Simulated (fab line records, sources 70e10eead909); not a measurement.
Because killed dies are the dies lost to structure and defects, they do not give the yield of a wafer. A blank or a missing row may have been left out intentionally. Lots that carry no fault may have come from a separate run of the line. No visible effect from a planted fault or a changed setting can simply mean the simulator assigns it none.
Matching of chambers / flow nand-harc / 4 sister chambers for NHARC_A_BLC_ALD_23 on ald-metal-02
The step deposits TiN, target thk 3 nm, pulse time 1 s, ald cycles 150. 8 wafers are shown with their chamber, then 8 later ones without.

## EACH WAFER AND ITS CHAMBER
wafer=L083.4; chamber=0; heater-power-outer-w (W)=658; heater-power-w (W)=1018
wafer=L085.2; chamber=3; heater-power-outer-w (W)=723; heater-power-w (W)=971
wafer=L085.5; chamber=1; heater-power-outer-w (W)=770; heater-power-w (W)=1101
wafer=L085.6; chamber=2; heater-power-outer-w (W)=659; heater-power-w (W)=1066
wafer=L088.2; chamber=3; heater-power-outer-w (W)=706; heater-power-w (W)=971
wafer=L088.3; chamber=0; heater-power-outer-w (W)=649; heater-power-w (W)=1036
wafer=L088.6; chamber=2; heater-power-outer-w (W)=645; heater-power-w (W)=1053
wafer=L091.1; chamber=1; heater-power-outer-w (W)=751; heater-power-w (W)=1064

## WAFERS WHOSE CHAMBER IS MISSING
wafer=L091.5; heater-power-outer-w (W)=771; heater-power-w (W)=1088
wafer=L091.6; heater-power-outer-w (W)=641; heater-power-w (W)=1059
wafer=L093.1; heater-power-outer-w (W)=642; heater-power-w (W)=1055
wafer=L093.2; heater-power-outer-w (W)=765; heater-power-w (W)=1084
wafer=L093.5; heater-power-outer-w (W)=692; heater-power-w (W)=976
wafer=L096.2; heater-power-outer-w (W)=652; heater-power-w (W)=1053
wafer=L096.4; heater-power-outer-w (W)=658; heater-power-w (W)=1020
wafer=L096.6; heater-power-outer-w (W)=709; heater-power-w (W)=987

## CHAMBER TAKEN BY EACH
wafer=L091.5; from the rows above=1; in truth=1
wafer=L091.6; from the rows above=can't be placed: 2 or 0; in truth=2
wafer=L093.1; from the rows above=can't be placed: 2 or 0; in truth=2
wafer=L093.2; from the rows above=1; in truth=1
wafer=L093.5; from the rows above=3; in truth=3
wafer=L096.2; from the rows above=can't be placed: 2 or 0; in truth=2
wafer=L096.4; from the rows above=0; in truth=0
wafer=L096.6; from the rows above=3; in truth=3
Correctly placed: 5 of 8. These rows do not allow placing 3 (true chamber among the candidates in 3). Wrongly placed: 0.
How it was worked out, from the rows above alone: a wafer's distance from a chamber is the root of the sum, over the readings, of the square of ((its reading less the chamber's mean) divided by the reading's scatter). If the next closest chamber is less than 2 further off than the closest, the wafer can't be placed; otherwise it belongs to the closest. A chamber's mean is the mean of its shown wafers. The scatter: the root of (the sum of the squares of (reading less its chamber's mean) over the shown wafers, divided by (wafers less chambers)).
